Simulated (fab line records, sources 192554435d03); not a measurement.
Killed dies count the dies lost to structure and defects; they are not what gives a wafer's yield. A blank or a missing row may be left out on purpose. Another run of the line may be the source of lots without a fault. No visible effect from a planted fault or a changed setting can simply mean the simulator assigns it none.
Comparing a struck lot with a sound one + flow n5-finfet + 20 out of 1938 route steps
Sound: the wafers L324.3, L324.5, L324.6. Struck: wafers L313.1, L313.2, L313.3. The cause comes at the end.
Each step with rows lists, per side, the tool, then ch with its chambers, then its first start. Under that, the readings that differ: sound wafers + struck wafers + difference of the means + sigmas: that difference in standard deviations of wafers without a fault.
alike: words and numbers the same on both sides, and readings whose means are apart by under 2 such deviations; not compared: readings that were withheld, readings missing a value for some wafer, numbers with overlapping values and no deviation given by the record, and bounds like >300 which may hide the same value.
A row with sigmas, a row that says differs or no value, or rows on one side alone: a step with any of these is where the two part. Non-overlapping numbers with no deviation appear without sigmas and do not part them. Lack of a reading on every wafer of one side parts them only where that side has two or more wafers.

first, 8 steps without rows for these wafers: N5_BEOL_M9_COAT_59 (time 60 s, resist thk 100 nm); N5_BEOL_M9_COAT_60 (time 60 s, resist thk 30 nm); N5_BEOL_M9_COAT_05 (resist thk 90 nm); N5_BEOL_M9_EBR_07; N5_BEOL_M9_SOFTBAKE_06 (time 60 s); N5_BEOL_M9_EXPOSE_08 (exposes mask M9); N5_BEOL_M9_PEB_09 (peb time 60 s); N5_BEOL_M9_DEVELOP_10 (develop time 30 s).
N5_BEOL_M9_CD_MEAS_11: the cd target is 64.1 nm.
  sound on cd-sem-02 ch 0, day 16 02:44; struck on cd-sem-03 ch 0, day 12 12:03
  alike: cd-nm
N5_BEOL_M9_OVL_MEAS_12:
  sound on overlay-01 ch 0, day 16 02:46; struck on overlay-01 ch 0, day 12 12:05
  alike: M9_OVL
N5_BEOL_M9_INSPECT_13: inspects for defects (brightfield).
  sound: defect-inspect-01 at day 16 02:47; struck: defect-inspect-02 at day 12 12:06
  alike: raw-defect-count
N5_BEOL_M9_DESCUM_16: chemistry O2, time 7.9 s.
  sound on rie-diel-03 ch 0,2,3, day 16 02:53; struck on rie-diel-02 ch 1,2,3, day 12 12:08
  alike: drypump-motor-current-A, oes-product-au, rf-vpp-V, showerhead-plenum-p-Torr, throttle-valve-pct
  not compared: rf-hours-counter-h
N5_BEOL_M9_ETCH_61: etches SiARC in CF4, target depth 39 nm, time 65 s.
  sound on rie-diel-03 ch 0,2,3, day 16 02:55; struck on rie-diel-02 ch 1,2,3, day 12 12:10
  no value came back on the struck wafers for any of 8 readings (bias-w (W), cf4-flow-sccm (sccm) and others); on the sound wafers bias-w (W) reads 36.01 36.04 36.04
| reading                                      | sound          | struck         | difference | sigmas |
|----------------------------------------------|----------------|----------------|------------|--------|
| model.CAR-ArF_of_BEOL_M9_COAT_05.thk-nm (nm) | 56.2 56.2 56.2 | 83.6 83.8 83.6 | +27.5      |        |
  not compared: rf-hours-counter-h
N5_BEOL_M9_ETCH_62: etches SOC in N2/H2, target depth 110 nm, overetch 22 nm, time 165 s.
  sound on rie-diel-03 ch 0,2,3, day 16 02:58; struck on rie-diel-02 ch 1,2,3, day 12 12:13
| reading               | sound          | struck         | difference | sigmas |
|-----------------------|----------------|----------------|------------|--------|
| oes-product-au (a.u.) | 0.60 0.60 0.60 | 0.27 0.26 0.34 | -0.31      | -5     |
  alike: bias-w, chamber-pressure-mTorr, drypump-motor-current-A, rf-vpp-V, showerhead-plenum-p-Torr, throttle-valve-pct
  not compared: rf-hours-counter-h
then, 1 step without rows for these wafers: N5_BEOL_M9_STRIP_68 (strips in N2/H2).
N5_BEOL_M9_STRIP_67: strips in CF4.
  sound on rie-diel-03 ch 0,2,3, day 16 03:07; struck on rie-diel-02 ch 1,2,3, day 12 12:22
  alike: drypump-motor-current-A, oes-product-au, rf-vpp-V, showerhead-plenum-p-Torr, throttle-valve-pct
  not compared: rf-hours-counter-h
N5_BEOL_M9_HM_OPEN_17: chemistry Cl2/BCl3, target TiN, target depth 20 nm, overetch 6 nm.
  sound on rie-metal-01 ch 1, day 16 03:13; struck on rie-metal-02 ch 0,1, day 12 12:25
| reading                | sound             | struck            | difference | sigmas |
|------------------------|-------------------|-------------------|------------|--------|
| oes-product-au (a.u.)  | 0.75 0.75 0.75    | 0.31 0.28 0.29    | -0.46      | -6     |
| throttle-valve-pct (%) | 21.92 21.92 21.93 | 22.80 22.44 22.44 | +0.64      | +3     |
  alike: drypump-motor-current-A
  not compared: rf-hours-counter-h
N5_BEOL_M9_STRIP_19: strips in O2.
  sound on rie-diel-02 ch 0,3, day 16 03:22; struck on rie-diel-01 ch 0,1,3, day 12 12:31
  alike: drypump-motor-current-A, oes-product-au, rf-vpp-V, showerhead-plenum-p-Torr, throttle-valve-pct
  not compared: rf-hours-counter-h
N5_BEOL_M9_CD_MEAS_18: pitch 140 nm, target cd 70 nm.
  sound: cd-sem-01 at day 16 03:26; struck: cd-sem-03 at day 12 12:35
| reading    | sound          | struck | difference                    | sigmas |
|------------|----------------|--------|-------------------------------|--------|
| cd-nm (nm) | 69.4 71.1 69.5 | - - -  | no value on the struck wafers |        |
then, 1 step without rows for these wafers: N5_BEOL_M9_COAT_63 (time 60 s, resist thk 60 nm).

WHERE THEY PART
At N5_BEOL_M9_ETCH_61 first; at N5_BEOL_M9_CD_MEAS_18 last (within this record only).

WHY: the cause the simulator had injected
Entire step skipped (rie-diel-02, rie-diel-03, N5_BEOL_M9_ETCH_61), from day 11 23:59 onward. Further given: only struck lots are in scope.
